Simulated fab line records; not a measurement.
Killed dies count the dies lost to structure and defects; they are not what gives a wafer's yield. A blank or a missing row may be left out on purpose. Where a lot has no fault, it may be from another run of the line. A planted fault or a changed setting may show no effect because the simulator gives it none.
Chamber matching / flow n5Finfet / N5_BEOL_M14_ILD_DEP_00 on pecvd-01: 3 sister chambers
The step deposits SiO2 from TEOS/O2, target thk 1119.3 nm, time 237.4 s. 6 wafers are shown with their chamber, then 12 later ones without.

== WAFERS WITH THEIR CHAMBER ==
wafer=L089.1; chamber=1; heaterPowerW (W)=781; throttleValvePct (%)=19.2
wafer=L089.3; chamber=2; heaterPowerW (W)=449; throttleValvePct (%)=18.5
wafer=L089.4; chamber=0; heaterPowerW (W)=588; throttleValvePct (%)=18.7
wafer=L088.1; chamber=2; heaterPowerW (W)=431; throttleValvePct (%)=18.6
wafer=L088.4; chamber=1; heaterPowerW (W)=612; throttleValvePct (%)=19.3
wafer=L088.5; chamber=0; heaterPowerW (W)=614; throttleValvePct (%)=19.2

== WAFERS WITHOUT THEIR CHAMBER ==
wafer=L090.3; heaterPowerW (W)=388; throttleValvePct (%)=18.2
wafer=L090.5; heaterPowerW (W)=611; throttleValvePct (%)=19.4
wafer=L090.6; heaterPowerW (W)=441; throttleValvePct (%)=18.6
wafer=L092.2; heaterPowerW (W)=712; throttleValvePct (%)=19.5
wafer=L092.4; heaterPowerW (W)=782; throttleValvePct (%)=19.2
wafer=L092.6; heaterPowerW (W)=486; throttleValvePct (%)=18.8
wafer=L093.1; heaterPowerW (W)=646; throttleValvePct (%)=19.0
wafer=L093.4; heaterPowerW (W)=461; throttleValvePct (%)=19.1
wafer=L093.6; heaterPowerW (W)=702; throttleValvePct (%)=19.1
wafer=L094.1; heaterPowerW (W)=603; throttleValvePct (%)=18.8
wafer=L094.2; heaterPowerW (W)=426; throttleValvePct (%)=18.8
wafer=L094.6; heaterPowerW (W)=333; throttleValvePct (%)=18.4

== EACH ONE'S CHAMBER ==
wafer=L090.3; from the rows above=2; in truth=2
wafer=L090.5; from the rows above=can't be placed: 1 or 0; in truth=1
wafer=L090.6; from the rows above=2; in truth=2
wafer=L092.2; from the rows above=can't be placed: 1 or 0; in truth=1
wafer=L092.4; from the rows above=can't be placed: 1 or 0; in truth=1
wafer=L092.6; from the rows above=can't be placed: 2 or 0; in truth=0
wafer=L093.1; from the rows above=can't be placed: 0 or 1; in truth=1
wafer=L093.4; from the rows above=can't be placed: 0 or 2 or 1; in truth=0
wafer=L093.6; from the rows above=can't be placed: 1 or 0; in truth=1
wafer=L094.1; from the rows above=can't be placed: 0 or 1 or 2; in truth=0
wafer=L094.2; from the rows above=can't be placed: 2 or 0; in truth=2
wafer=L094.6; from the rows above=2; in truth=2
Correct placement for 3 of the 12. These rows do not allow placing 9 (true chamber among the candidates in 9). Wrongly placed: 0.
How it was worked out, from the rows above alone: a wafer's distance from a chamber is the root of the sum, over the readings, of the square of ((its reading less the chamber's mean) divided by the reading's scatter). If the next closest chamber is less than 2 further off than the closest, the wafer can't be placed; otherwise it belongs to the closest. For every chamber, the mean is computed from those of its wafers that are shown. The scatter is the square root of a quotient: the sum, over the shown wafers, of each reading's squared deviation from its chamber's mean, divided by wafers minus chambers.
